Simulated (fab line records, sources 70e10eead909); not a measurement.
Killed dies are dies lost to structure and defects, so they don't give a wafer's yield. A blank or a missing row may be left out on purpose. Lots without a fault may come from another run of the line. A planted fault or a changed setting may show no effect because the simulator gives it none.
fab line records | flow nand_harc
record lots=15 wafers=45 last_day=22
route steps=1159 shown P_GATE@157 P_CONTACT@217
lots that met no fault: from a run of the same line without faults
start_h: hours from the record's first day to the start of the lot's first wafer shown | wait_h: hours since the lot's step before | " the same as in the row above | L1.1+2: a row that stands for several wafers | - no value, or no start given | * or withheld: withheld | < > ~ a bound
route shown NAME@n: a module of which the file shows steps, and the number in the route of the first | usual: mean/standard deviation of fault-free wafers | same: alike in all rows | chamber/n: place in a boat | sites: the reading at each site | _std_site: their standard deviation | _edge_site: outer sites' mean less inner sites' | radius_mm: how far each site lies from the wafer's centre | mask NAME#n: copy n | behind: the tool/chamber that last shaped the wafer | hold: why the lot was held/for how many hours/how that ended | device: the transistor (n, p or np) that didn't switch | end of line: the same wafers' tests at the end of the route | a step without rows: its recipe alone | killed: dies lost to structure and defects at the first sort, not the wafer's yield | map: a wafer's dies, x killed, . not, _ none there
set.NAME: the setting as run; set.NAME@STEP: as run at that earlier step | model.NAME: the simulator's own value behind a step, which no gauge read
steps of the route over a sample of lots; a table a step, a row a wafer
services: from which hour (start_h, from the record's first day; less than 0 if before it) a tool's chamber was out of use, for how many hours, and why
## steps
# step NHARC_P_GATE_STRIP_101
# recipe time_s=20 o2_flow_sccm=500 ar_flow_sccm=0 bias_w=0 chemistry=O2
# usual chamber_pressure_mTorr=60.00/0.057 drypump_motor_current_A=5.8/0.41 oes_product_au=0.998/0.015 rf_vpp_V=57.7/0.89 showerhead_plenum_p_Torr=3.53/0.17 throttle_valve_pct=17.036/0.0097
# columns lot.wafer tool chamber start_h wait_h chamber_pressure_mTorr drypump_motor_current_A oes_product_au rf_hours_counter_h rf_vpp_V showerhead_plenum_p_Torr throttle_valve_pct
L849.2 rie_diel-12 2 106.99 0.2 60.05 6.0 0.999 16 57.0 3.78 17.035
L849.6 " 1 " " 59.91 5.4 1.008 - 57.9 3.41 17.031
L849.5 " 2 " " 59.94 6.0 1.000 - 59.1 3.78 17.046
L848.1 rie_diel-12 1 107.97 0.6 60.05 5.4 1.002 16 57.3 3.41 17.046
L848.3 " 3 " " 59.93 5.9 1.023 16 57.9 3.66 17.033
L848.6 " 0 " " 60.01 6.1 1.014 - 56.9 3.31 17.050
L847.4 rie_diel-12 1 109.06 0.1 60.08 5.4 0.994 16 57.7 3.41 17.037
L847.3 " 2 " " 60.04 6.0 0.998 16 57.4 3.78 17.044
L847.1 " 0 " " 59.89 6.1 0.992 17 56.1 3.31 17.037
L851.4 rie_diel-03 0 119.51 0.1 60.10 5.7 1.007 25 57.7 3.59 17.029
L851.3 " 2 " " 59.92 5.8 1.010 26 58.2 3.67 17.020
L851.6 " 0 " " 60.00 5.7 1.002 - 57.4 3.59 17.047
L852.4 rie_diel-02 1 126.81 0.1 60.03 5.4 0.992 54 57.4 3.33 17.040
L852.3 " 2 " " 59.94 6.4 0.995 48 58.2 3.30 17.047
L852.5 " 1 " " 60.05 5.4 0.987 - 57.2 3.33 17.036
L853.2 rie_diel-12 2 138.15 0.1 60.16 6.0 1.012 19 58.0 3.78 17.028
L853.5 " 2 " " 60.00 6.0 0.998 - 57.7 3.78 17.041
L853.6 " 3 " " 60.01 6.0 1.032 - 58.5 3.66 17.036
L854.4 rie_diel-02 0 143.16 0.1 60.04 5.4 0.990 61 58.4 3.69 17.048
L854.3 " 1 " " 60.03 5.4 0.991 60 57.2 3.33 17.034
L854.2 " 2 " " 59.97 6.5 0.989 53 56.4 3.30 17.023
L856.2 rie_diel-12 0 153.31 0.2 59.94 6.1 1.001 23 57.7 3.31 17.036
L856.4 " 3 " " 59.99 6.0 1.009 22 58.1 3.66 17.030
L856.6 " 0 " " 60.08 6.1 1.001 - 57.4 3.31 17.048
L855.4 rie_diel-12 3 153.44 0.1 60.02 6.0 1.027 22 57.0 3.66 17.044
L855.1 " 1 " " 59.91 5.4 0.996 23 58.6 3.41 17.035
L855.6 " 0 " " 59.94 6.1 1.002 - 57.5 3.31 17.028
L857.3 rie_diel-02 3 165.96 0.1 59.94 6.7 0.978 3 58.5 3.73 17.019
L857.1 " 1 " " 59.96 5.4 0.985 3 56.2 3.32 17.040
L857.2 " 2 " " 59.96 6.5 1.003 3 57.7 3.29 17.037
L859.1 rie_diel-12 2 178.08 0.1 60.00 6.0 0.988 28 59.7 3.77 17.018
L859.4 " 0 " " 59.98 6.1 1.002 27 56.8 3.31 17.043
L859.3 " 1 " " 60.06 5.4 0.994 28 58.4 3.41 17.052
L860.1 rie_diel-12 3 178.11 0.1 60.01 6.0 1.017 27 58.7 3.66 17.042
L860.3 " 1 " " 60.02 5.4 1.003 28 58.0 3.41 17.027
L860.5 " 0 " " 60.10 6.1 0.989 - 57.7 3.31 17.029
L858.3 rie_diel-12 3 180.09 0.1 60.03 6.0 1.013 27 57.7 3.66 17.019
L858.5 " 2 " " 59.96 6.0 0.988 - 58.4 3.77 17.015
L858.6 " 3 " " 60.07 5.9 1.009 - 58.2 3.66 17.035
L862.1 rie_diel-03 2 197.60 0.1 59.94 5.8 0.996 55 58.4 3.65 17.040
L862.4 " 3 " " 59.84 5.2 0.995 48 57.9 3.41 17.041
L862.5 " 0 " " 59.90 5.7 1.002 - 58.3 3.57 17.051
L866.3 rie_diel-12 0 212.01 0.3 59.97 6.1 1.001 0 57.1 3.30 17.040
L866.1 " 3 " " 60.04 6.0 1.020 0 59.1 3.65 17.016
L866.6 " 0 " " 60.03 6.1 1.003 - 56.1 3.30 17.036
# step NHARC_P_GATE_RTA_82
# recipe temp_c=450 time_s=30
# usual lamp_power_pct=3.7/0.59 wafer_temp_C_max=451.9/0.52
# columns lot.wafer tool chamber start_h wait_h lamp_power_pct wafer_temp_C_max
L849.2 rtp_anneal-02 0 114.47 - 3.2 452.0
L849.5 " 0 " " 3.2 451.6
L849.6 " 0 " " 3.2 452.1
L848.1 rtp_anneal-01 0 115.33 - 4.4 451.8
L848.3 " 0 " " 4.4 451.6
L848.6 " 0 " " 4.4 451.5
L847.1 rtp_anneal-01 0 116.18 - 4.4 452.1
L847.3 " 0 " " 4.4 451.8
L847.4 " 0 " " 4.4 451.1
L851.3 rtp_anneal-02 0 126.99 - 3.2 451.5
L851.4 " 0 " " 3.2 451.2
L851.6 " 0 " " 3.2 451.4
L852.3 rtp_anneal-02 0 134.30 - 3.2 451.9
L852.4 " 0 " " 3.2 451.8
L852.5 " 0 " " 3.2 451.6
L853.2 rtp_anneal-01 0 145.56 - 4.4 451.6
L853.5 " 0 " " 4.4 453.0
L853.6 " 0 " " 4.4 451.9
L854.2 rtp_anneal-02 0 150.09 - 3.2 452.0
L854.3 " 0 " " 3.2 451.7
L854.4 " 0 " " 3.2 451.6
L856.2 rtp_anneal-02 0 160.91 - 3.2 451.0
L856.4 " 0 " " 3.2 451.6
L856.6 " 0 " " 3.2 451.5
L855.1 rtp_anneal-01 0 161.18 - 4.4 451.6
L855.4 " 0 " " 4.4 452.1
L855.6 " 0 " " 4.4 452.5
L857.1 rtp_anneal-02 0 173.30 - 3.2 452.0
L857.2 " 0 " " 3.2 451.4
L857.3 " 0 " " 3.2 451.4
L859.1 rtp_anneal-02 0 185.33 - 3.2 451.5
L859.3 " 0 " " 3.2 452.0
L859.4 " 0 " " 3.2 452.3
L860.1 rtp_anneal-01 0 186.18 - 4.4 451.7
L860.3 " 0 " " 4.4 452.1
L860.5 " 0 " " 4.4 452.5
L858.3 rtp_anneal-02 0 188.93 - 3.2 452.0
L858.5 " 0 " " 3.2 451.0
L858.6 " 0 " " 3.2 451.8
L862.1 rtp_anneal-02 0 205.14 - 3.2 450.9
L862.4 " 0 " " 3.2 451.4
L862.5 " 0 " " 3.2 451.1
L866.1 rtp_anneal-01 0 219.74 - 4.4 452.8
L866.3 " 0 " " 4.4 453.0
L866.6 " 0 " " 4.4 452.7
# step NHARC_P_CONTACT_DEP_30
# recipe target_thk_a=300 temp_c=400 target_thk_nm=30 flow_sccm=200 rf_w=450 material=SiNx
# usual heater_power_outer_w=431/87 heater_power_w=715/120
# columns lot.wafer tool chamber start_h wait_h heater_power_outer_w heater_power_w
L849.2 pecvd-02 0 114.70 0.1 558 832
L849.6 " 0 " " 561 841
L849.5 " 1 " " 411 665
L848.3 pecvd-02 2 115.63 0.1 440 740
L848.1 " 0 " " 567 846
L848.6 " 0 " " 571 860
L847.3 pecvd-01 0 116.48 0.1 480 871
L847.1 " 1 " " 382 624
L847.4 " 1 " " 395 612
L851.3 pecvd-02 2 127.20 0.1 415 684
L851.4 " 0 " " 560 857
L851.6 " 1 " " 350 594
L852.3 pecvd-01 1 134.55 0.1 343 569
L852.4 " 1 " " 341 561
L852.5 " 2 " " 318 561
L853.2 pecvd-02 0 145.87 0.1 528 808
L853.5 " 1 " " 416 689
L853.6 " 0 " " 505 803
L854.3 pecvd-02 1 150.33 0.1 391 656
L854.2 " 0 " " 609 913
L854.4 " 1 " " 389 645
L856.2 pecvd-01 1 161.18 0.1 357 584
L856.6 " 0 " " 368 718
L856.4 " 1 " " 365 568
L855.1 pecvd-04 2 161.64 0.3 459 724
L855.6 " 1 " " 560 886
L855.4 " 2 " " 445 712
L857.2 pecvd-01 2 173.56 0.1 316 555
L857.3 " 0 " " 475 856
L857.1 " 1 " " 395 636
L859.3 pecvd-04 2 185.64 0.1 387 660
L859.1 " 0 " " 364 663
L859.4 " 1 " " 626 986
L859.3 pecvd-04 2 186.10 - 393 658
L859.1 " 0 " " 361 667
L859.4 " 1 " " 603 1009
L860.1 pecvd-02 1 186.46 0.1 425 708
L860.3 " 2 " " 456 726
L860.5 " 1 " " 428 698
L858.3 pecvd-04 0 189.18 0.1 373 685
L858.5 " 2 " " 464 766
L858.6 " 0 " " 364 696
L862.1 pecvd-01 0 205.61 0.1 479 857
L862.4 " 2 " " 290 524
L862.5 " 0 " " 486 840
L862.1 pecvd-01 0 206.07 - 477 850
L862.4 " 2 " " 301 495
L862.5 " 0 " " 474 844
L866.1 pecvd-02 1 220.00 0.1 413 681
L866.3 " 0 " " 456 720
L866.6 " 1 " " 417 668
L866.1 pecvd-02 1 220.46 - 406 687
L866.3 " 0 " " 458 740
L866.6 " 1 " " 412 670
# step NHARC_P_CONTACT_DESCUM_17
# recipe time_s=3 o2_flow_sccm=200 ar_flow_sccm=0 bias_power_w=0 chemistry=O2
# usual chamber_pressure_mTorr=60.01/0.058 drypump_motor_current_A=5.75/0.26 oes_product_au=0.997/0.012 rf_vpp_V=57.7/0.87 showerhead_plenum_p_Torr=1.89/0.064 throttle_valve_pct=11.310/0.0091
# columns lot.wafer tool chamber start_h wait_h chamber_pressure_mTorr drypump_motor_current_A oes_product_au rf_hours_counter_h rf_vpp_V showerhead_plenum_p_Torr throttle_valve_pct
L849.2 rie_diel-08 3 116.34 0.1 60.01 5.58 0.996 17 59.0 1.88 11.326
L849.6 " 0 " " 60.12 5.99 0.990 - 57.1 1.93 11.285
L849.5 " 1 " " 59.93 5.36 1.015 - 56.0 1.91 11.305
L848.1 rie_diel-08 3 117.22 0.1 60.01 5.59 0.996 18 57.2 1.88 11.307
L848.3 " 0 " " 59.98 5.97 1.002 17 58.6 1.93 11.308
L848.6 " 2 " " 60.00 6.05 0.999 - 57.1 1.81 11.310
L847.4 rie_diel-08 2 118.19 0.1 59.84 6.05 0.990 17 56.3 1.81 11.295
L847.1 " 3 " " 60.01 5.58 0.991 18 57.6 1.88 11.306
L847.3 " 0 " " 60.04 5.99 0.989 18 57.8 1.92 11.320
L851.4 rie_diel-11 2 128.93 0.1 59.91 6.40 0.996 32 56.8 1.86 11.318
L851.3 " 1 " " 60.05 5.66 0.991 36 60.1 1.99 11.312
L851.6 " 2 " " 60.06 6.39 0.994 - 57.8 1.86 11.313
L852.4 rie_diel-04 0 136.12 0.1 60.02 5.66 1.002 1 59.6 1.99 11.300
L852.3 " 3 " " 59.93 5.86 0.981 1 57.3 1.82 11.312
L852.5 " 1 " " 59.90 5.70 0.998 - 58.0 1.81 11.306
L853.2 rie_diel-08 2 147.52 0.1 59.99 6.03 1.011 2 56.7 1.81 11.315
L853.6 " 2 " " 60.08 6.05 1.009 - 57.4 1.81 11.325
L853.5 " 3 " " 59.90 5.57 0.999 - 58.3 1.88 11.301
L854.3 rie_diel-08 3 152.06 0.1 60.03 5.58 0.997 2 59.0 1.88 11.290
L854.2 " 0 " " 60.02 5.98 1.001 1 57.9 1.92 11.313
L854.4 " 1 " " 60.01 5.36 0.986 2 58.8 1.91 11.314
L856.4 rie_diel-04 2 162.89 0.1 60.08 5.54 0.989 3 57.6 1.99 11.308
L856.2 " 3 " " 60.04 5.83 0.975 3 56.2 1.82 11.311
L856.6 " 1 " " 59.95 5.71 1.004 - 59.0 1.81 11.297
L855.4 rie_diel-08 2 163.34 0.1 59.98 6.04 1.010 3 56.7 1.80 11.302
L855.1 " 3 " " 60.08 5.56 0.992 3 56.6 1.88 11.301
L855.6 " 2 " " 60.06 6.07 1.005 - 58.2 1.80 11.301
L857.3 rie_diel-08 3 175.32 0.1 60.04 5.58 0.995 4 57.7 1.88 11.299
L857.1 " 0 " " 59.96 5.96 0.986 4 58.7 1.92 11.323
L857.2 " 1 " " 59.95 5.36 0.990 4 58.1 1.91 11.301
L859.4 rie_diel-08 0 187.66 0.1 60.10 5.98 0.990 5 56.8 1.92 11.306
L859.3 " 1 " " 60.05 5.37 0.994 5 58.0 1.91 11.316
L859.1 " 2 " " 60.05 6.05 1.011 4 57.9 1.80 11.305
L860.1 rie_diel-04 0 188.19 0.1 59.95 5.66 1.002 6 57.2 1.99 11.321
L860.3 " 1 " " 59.94 5.75 0.995 5 55.7 1.81 11.314
L860.5 " 1 " " 60.08 5.74 0.996 - 57.3 1.81 11.307
L858.3 rie_diel-08 3 190.90 0.1 60.00 5.55 1.004 5 57.5 1.88 11.320
L858.6 " 0 " " 60.00 6.00 0.995 - 56.9 1.92 11.320
L858.5 " 1 " " 60.01 5.34 1.006 - 58.2 1.91 11.299
L862.4 rie_diel-04 2 208.16 0.1 59.92 5.49 1.009 6 58.2 1.99 11.307
L862.1 " 3 " " 60.08 5.87 0.963 8 57.2 1.82 11.310
L862.5 " 2 " " 60.07 5.51 0.987 - 58.3 1.99 11.315
L866.1 rie_diel-08 0 222.09 0.1 59.98 5.99 0.998 10 57.8 1.92 11.312
L866.3 " 1 " " 60.05 5.36 0.986 9 58.3 1.91 11.308
L866.6 " 1 " " 59.87 5.36 0.988 - 57.9 1.91 11.327
## services
# columns tool chamber start_h hours kind
rie_diel-12 0 83.47 - clean
rie_diel-12 1 83.47 - clean
rie_diel-12 2 83.47 - clean
rie_diel-11 2 88.70 9.3 repair
rie_diel-02 2 91.50 4.5 repair
rie_diel-12 - 94.36 0.2 repair
rie_diel-11 1 95.68 3.4 repair
rie_diel-12 - 102.47 0.4 repair
rie_diel-11 - 103.09 0.9 repair
rie_diel-04 - 111.90 9.0 pm
rie_diel-02 1 118.90 1.8 repair
rie_diel-08 - 124.80 9.0 pm
rie_diel-03 0 133.06 6.9 repair
rie_diel-02 - 150.94 9.0 pm
pecvd-02 - 153.00 13.0 pm
rie_diel-08 2 175.06 6.6 repair
rie_diel-04 2 185.65 9.5 repair
rie_diel-11 - 189.53 9.0 pm
rie_diel-04 - 189.96 0.5 repair
rie_diel-04 0 190.58 9.3 repair
pecvd-04 - 196.30 13.0 pm
rie_diel-12 - 202.40 9.0 pm
rie_diel-08 1 202.74 2.6 repair
rie_diel-03 - 215.32 9.0 pm
## key
first_sign step=NHARC_P_CONTACT_DEP_30 reading=visit direction=added
effect none on later readings
met_at NHARC_P_CONTACT_DEP_30
struck_lots L859,L862,L866
later_rows_left_out L859.1,L859.3,L859.4,L862.1,L862.4,L862.5,L866.1,L866.3,L866.6
sort_left_out L859.1,L859.3,L859.4,L862.1,L862.4,L862.5,L866.1,L866.3,L866.6
tester_left_out L859,L862,L866
not_acting_at NHARC_P_GATE_STRIP_101,NHARC_P_GATE_RTA_82,NHARC_P_CONTACT_DESCUM_17
fault kind=repeated_step_whole tool=pecvd-01,pecvd-02,pecvd-04 chamber=- onset_h=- steps=NHARC_P_CONTACT_DEP_30 times=1 scope=struck_lots_only
# tester_left_out: of these lots the tester's yield and bins aren't shown, on N5 and GAA mostly nor the transistor test; their killed dies are dies lost to structure and defects alone, not to doping, threshold or leakage, so they don't give the yield
# sort_left_out: the simulated sort isn't trusted on such a fault, so these wafers' sort isn't shown, and their yield isn't known
# later_rows_left_out: the simulator's readings of these wafers behind a module that went badly wrong aren't trusted and aren't shown, but for the sort
